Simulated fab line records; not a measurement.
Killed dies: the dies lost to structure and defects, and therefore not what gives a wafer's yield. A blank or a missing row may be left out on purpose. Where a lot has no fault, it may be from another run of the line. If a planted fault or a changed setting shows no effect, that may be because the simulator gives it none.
The tool behind it: which one?    flow nand-harc    14 lots, 42 wafers sampled, at 5 steps of a route of 1302

## WHAT THE GAUGES READ, wafer by wafer
NHARC_P_STI_CD_MEAS_09 targets a cd of 200 nm. Usual: cd-nm at 200.0 nm, with a standard deviation of 2.2.
lot   measured      on         cd-nm (nm)         flag
L929  day 2 19:52   cd-sem-03  196.8 197.8 198.8  
L930  day 3 07:15   cd-sem-03  201.8 201.9 201.2  
L932  day 4 04:08   cd-sem-02  199.3 197.7 198.7  
L933  day 4 14:24   cd-sem-01  202.3 200.1 200.3  
L934  day 4 21:46   cd-sem-03  200.1 200.9 198.7  
L937  day 6 02:05   cd-sem-03  202.4 201.6 201.7  
L939  day 6 23:55   cd-sem-01  198.4 200.1 200.1  
L940  day 7 11:26   cd-sem-03  199.4 201.3 198.0  
L941  day 7 19:29   cd-sem-03  201.2 197.3 202.4  
L942  day 8 04:40   cd-sem-02  198.4 195.3 197.3  
L945  day 9 11:47   cd-sem-01  201.9 202.7 199.8  
L948  day 10 22:50  cd-sem-03  204.6 205.6 203.8  
L949  day 11 03:01  cd-sem-02  198.9 198.0 198.3  
L950  day 11 12:56  cd-sem-01  200.1 197.7 199.8  

NHARC_P_STI_INSPECT_11. Usual: raw-defect-count at 5.5, with a standard deviation of 2.8.
lot   measured      on                 raw-defect-count  flag
L929  day 2 19:59   defect-inspect-02  5 7 7             
L930  day 3 07:22   defect-inspect-01  4 6 5             
L932  day 4 04:16   defect-inspect-01  5 4 4             
L933  day 4 14:31   defect-inspect-02  11 6 13           
L934  day 4 21:53   defect-inspect-01  7 3 3             
L937  day 6 02:13   defect-inspect-02  7 3 4             
L939  day 7 00:02   defect-inspect-02  10 7 2            
L940  day 7 11:34   defect-inspect-01  9 4 3             
L941  day 7 19:36   defect-inspect-02  3 5 5             
L942  day 8 04:47   defect-inspect-02  6 5 6             
L945  day 9 11:55   defect-inspect-01  8 3 6             
L948  day 10 22:56  defect-inspect-02  2 7 2             
L949  day 11 03:09  defect-inspect-02  3 5 4             
L950  day 11 13:04  defect-inspect-02  12 10 8           

NHARC_END_SORT_01. Usual: killed-at-array 60, standard deviation 21; killed-at-other 1.0, standard deviation 1.2; killed-at-periphery 4.2, standard deviation 2.8; killed-dies 65, standard deviation 20; killed-open 3.1, standard deviation 1.8; killed-short 2.6, standard deviation 1.6.
lot   measured      on         killed-at-array  killed-at-other  killed-at-periphery  killed-dies  killed-open  killed-short  flag
L939  day 28 00:35  prober-02  46 62 62         1 1 2            4 2 2                51 65 66     1 3 5        2 5 2         
L950  day 33 10:50  prober-01  15 22 19         1 2 3            4 9 9                20 33 31     2 4 5        2 3 2         

## WHICH TOOL RAN EACH LOT (tool, then ch and the chambers of the sampled wafers, then the start)
lot   NHARC_P_ZERO_WELL_IMPLANT_40     NHARC_P_GATE_HM_DEP_102
L929  implanter-02 ch 0, day 2 00:44   acl-dep-01 ch 0, day 4 21:10
L930  implanter-02 ch 0, day 2 10:45   acl-dep-01 ch 0, day 5 14:52
L932  implanter-02 ch 0, day 3 06:27   acl-dep-02 ch 0, day 6 10:55
L933  implanter-02 ch 0, day 3 16:18   acl-dep-03 ch 0, day 6 18:05
L934  implanter-01 ch 0, day 4 02:24   acl-dep-02 ch 0, day 6 22:12
L937  implanter-01 ch 0, day 5 08:24   acl-dep-01 ch 0, day 8 08:13
L939  implanter-01 ch 0, day 6 04:27   acl-dep-03 ch 0, day 8 22:59
L940  implanter-02 ch 0, day 6 14:26   acl-dep-03 ch 0, day 9 11:26
L941  implanter-01 ch 0, day 7 00:38   acl-dep-03 ch 0, day 9 19:59
L942  implanter-01 ch 0, day 7 10:25   acl-dep-01 ch 0, day 10 07:35
L945  implanter-02 ch 0, day 8 16:37   acl-dep-01 ch 0, day 11 14:58
L948  implanter-01 ch 0, day 9 22:38   acl-dep-03 ch 0, day 13 02:54
L949  implanter-02 ch 0, day 10 08:32  acl-dep-03 ch 0, day 13 03:13
L950  implanter-02 ch 0, day 10 18:55  acl-dep-01 ch 0, day 13 21:13
- NHARC_P_ZERO_WELL_IMPLANT_40
- NHARC_P_GATE_HM_DEP_102: deposits aC, target thk 120 nm.

## WHAT THE TOOLS THEMSELVES READ (means of the sampled wafers that have a number; where no wafer has one, the mark that the record gives instead)
NHARC_P_ZERO_WELL_IMPLANT_40. Usual: dose-ions-cm2 1.0001e+13, standard deviation 1.2e+10; faraday-current-uA 127.1, standard deviation 2.4.
lot   tool          dose-ions-cm2  faraday-current-uA  flag
L929  implanter-02  1.0006e+13     127.2               
L930  implanter-02  9.9843e+12     125.2               
L932  implanter-02  9.9940e+12     129.0               
L933  implanter-02  1.0003e+13     126.4               
L934  implanter-01  1.0011e+13     129.8               
L937  implanter-01  1.0014e+13     127.2               
L939  implanter-01  1.0006e+13     126.0               
L940  implanter-02  9.9993e+12     128.2               
L941  implanter-01  1.0009e+13     126.2               
L942  implanter-01  1.0002e+13     127.8               
L945  implanter-02  1.0008e+13     125.9               
L948  implanter-01  9.9997e+12     125.0               
L949  implanter-02  5.2233e+12     66.7                OFF
L950  implanter-02  5.2130e+12     65.2                OFF

NHARC_P_GATE_HM_DEP_102. Usual: throttle-valve-pct at 35.001 %, with a standard deviation of 0.0086.
lot   tool        throttle-valve-pct (%)  flag
L929  acl-dep-01  34.998                  
L930  acl-dep-01  35.003                  
L932  acl-dep-02  35.003                  
L933  acl-dep-03  35.000                  
L934  acl-dep-02  34.999                  
L937  acl-dep-01  34.994                  
L939  acl-dep-03  35.001                  
L940  acl-dep-03  34.998                  
L941  acl-dep-03  35.004                  
L942  acl-dep-01  34.999                  
L945  acl-dep-01  35.015                  
L948  acl-dep-03  35.005                  
L949  acl-dep-03  35.004                  
L950  acl-dep-01  35.000                  

## THE ANSWER, worked out from the rows above alone
Rule: lot off if the mean of its wafers having a number is beyond 3 standard deviations from the usual mean. Also off: a lot with no number at a reading for which 4 or more lots have one. Any other lot the step has rows for is counted as sound. After the gauges, taken in route order, come the tools' own readings; for these a lot's mean is taken, as printed above. The first step at which some lot is off is used, and at that step the reading that is off furthest; a lot without a number counts as furthest.
Off: L949, L950, at NHARC_P_ZERO_WELL_IMPLANT_40 (dose-ions-cm2).
If a tool, at that step or one of the process steps before it, ran each lot that is off and ran no sound lot following the first of them, it fits. One fits: implanter-02 at NHARC_P_ZERO_WELL_IMPLANT_40. Its last sound lot is L945 (day 8 16:37), its first lot that is off L949 (day 10 08:32): a fault that began between those two fits.
The tool's own readings at NHARC_P_ZERO_WELL_IMPLANT_40 bear it out: on the lots that are off they differ by more than 5 times the standard deviation of the sound lots' means. dose-ions-cm2 reads 5.2182e+12 there against 1.0003e+13 on the sound lots; faraday-current-uA reads 66.0 there against 127.0 on the sound lots.

## WHAT THE SIMULATOR PUT IN
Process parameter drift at NHARC_P_ZERO_WELL_IMPLANT_40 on implanter-02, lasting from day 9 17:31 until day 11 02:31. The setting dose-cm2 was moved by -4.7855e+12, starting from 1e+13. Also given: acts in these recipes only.
Shown lots that were struck: L949, L950. The rule given above showed the same thing.
